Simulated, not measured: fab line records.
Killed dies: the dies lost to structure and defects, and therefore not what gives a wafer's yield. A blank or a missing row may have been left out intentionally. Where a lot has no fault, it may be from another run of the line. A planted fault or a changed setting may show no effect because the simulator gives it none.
Split-lot experiment | flow n5Finfet | 7 lots, 21 wafers read, on a route of 1938 steps

## ON THE SPLIT
At N5_DUMMY_GATE_COAT_09 (resist thk 30 nm), the setting spinRpm was moved away from the recipe's 1500 rpm on 8 of the 21 wafers read, by -9.3% to +10.1%. The other wafers ran this setting at the recipe's value.

The reading comes from the split's own step.

## THE READING
CAR-EUV_of_DUMMY_GATE_COAT_09.thkNm (the simulator's own value, which no gauge read), in nm, at N5_DUMMY_GATE_COAT_09 (resist thk 30 nm). The file does not state a usual value for it. Average 30.0 nm, standard deviation 0.11 nm, over the 13 wafers here run with the recipe.

wafer  | tool, chamber at the split | spinRpm as run, rpm | against the recipe | CAR-EUV_of_DUMMY_GATE_COAT_09.thkNm, nm | against lot-mates on the recipe
L074.1 | lithoTrack-03, 0           | 1500                | recipe             | 30.2                                    | -
L074.3 | lithoTrack-03, 0           | 1651                | +10.1%             | 28.6                                    | -1.6
L074.6 | lithoTrack-03, 0           | 1651                | +10.1%             | 28.6                                    | -1.6
L075.1 | lithoTrack-02, 0           | 1500                | recipe             | 30                                      | -
L075.2 | lithoTrack-02, 0           | 1500                | recipe             | 30                                      | -
L075.5 | lithoTrack-02, 0           | 1500                | recipe             | 30                                      | -
L077.1 | lithoTrack-03, 0           | 1500                | recipe             | 30                                      | -
L077.6 | lithoTrack-03, 0           | 1500                | recipe             | 30                                      | -
L077.3 | lithoTrack-03, 0           | 1376                | -8.3%              | 31.4                                    | +1.4
L083.2 | lithoTrack-03, 0           | 1500                | recipe             | 30                                      | -
L083.5 | lithoTrack-03, 0           | 1500                | recipe             | 29.8                                    | -
L083.6 | lithoTrack-03, 0           | 1500                | recipe             | 29.8                                    | -
L088.1 | lithoTrack-02, 0           | 1500                | recipe             | 29.8                                    | -
L088.4 | lithoTrack-02, 0           | 1500                | recipe             | 30                                      | -
L088.5 | lithoTrack-02, 0           | 1500                | recipe             | 30                                      | -
L090.3 | lithoTrack-01, 0           | 1361                | -9.3%              | 31.4                                    | no lot-mate on the recipe
L090.5 | lithoTrack-01, 0           | 1361                | -9.3%              | 31.4                                    | no lot-mate on the recipe
L090.6 | lithoTrack-01, 0           | 1361                | -9.3%              | 31.4                                    | no lot-mate on the recipe
L093.1 | lithoTrack-02, 0           | 1419                | -5.4%              | 30.8                                    | +0.8
L093.5 | lithoTrack-02, 0           | 1419                | -5.4%              | 30.8                                    | +0.8
L093.4 | lithoTrack-02, 0           | 1500                | recipe             | 30                                      | -

FIT RESULTS
A straight line over all 21 wafers: CAR-EUV_of_DUMMY_GATE_COAT_09.thkNm changes by -0.149 nm for each +1% of spinRpm; r = -0.99; the points scatter about the line by 0.1 nm.
The same after taking each lot's own level away (the mean of its wafers on the recipe; 18 wafers): -0.159 nm for each +1%; r = -1.00; scatter 0.065 nm.
On that fit, the largest move of spinRpm shifts the reading by 1.6 nm.
Measured against the standard deviation above, the lots' own levels, which go from 29.87 to 30.20 nm, span 3.1 times it.
Consequently the slope shifts little with the lot-to-lot level, the two slopes agreeing.
Check: with one of the wafers moved furthest among these (+10.1%) left out of the fit, the line predicts -1.61 nm for it against its lot-mates. Against them it came out at -1.6 nm.

## ADDITIONAL SPLITS CARRIED BY THESE WAFERS
Note: prior to the reading, these wafers also went through further splits. Each is held against what the fit with the lots' levels taken away leaves over:
other split on the same wafers | wafers away from the commonest value | r with CAR-EUV_of_DUMMY_GATE_COAT_09.thkNm (lot level and that fit taken away)
N5_ZERO_LAYER_PECVD_02 timeS   | 9                                    | +0.11
N5_ZERO_LAYER_COAT_05 spinRpm  | 11                                   | +0.02
N5_WELL_APT_PEB_23 pebTempC    | 4                                    | +0.04
N5_WELL_APT_DESCUM_30 timeS    | 5                                    | +0.06
N5_FIN_SAQP_HM_DEP_03 timeS    | 8                                    | -0.04
N5_FIN_SAQP_EXPOSE_13 doseMj   | 5                                    | -0.30
N5_FIN_SAQP_ETCH_64 biasW      | 8                                    | -0.01
N5_FIN_SAQP_FIN_ETCH_36 icpW   | 4                                    | +0.38

## THE FILE'S OWN FIT
CAR-EUV_of_DUMMY_GATE_COAT_09.thkNm changes by -0.161 nm for each +1% of spinRpm, r = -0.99.
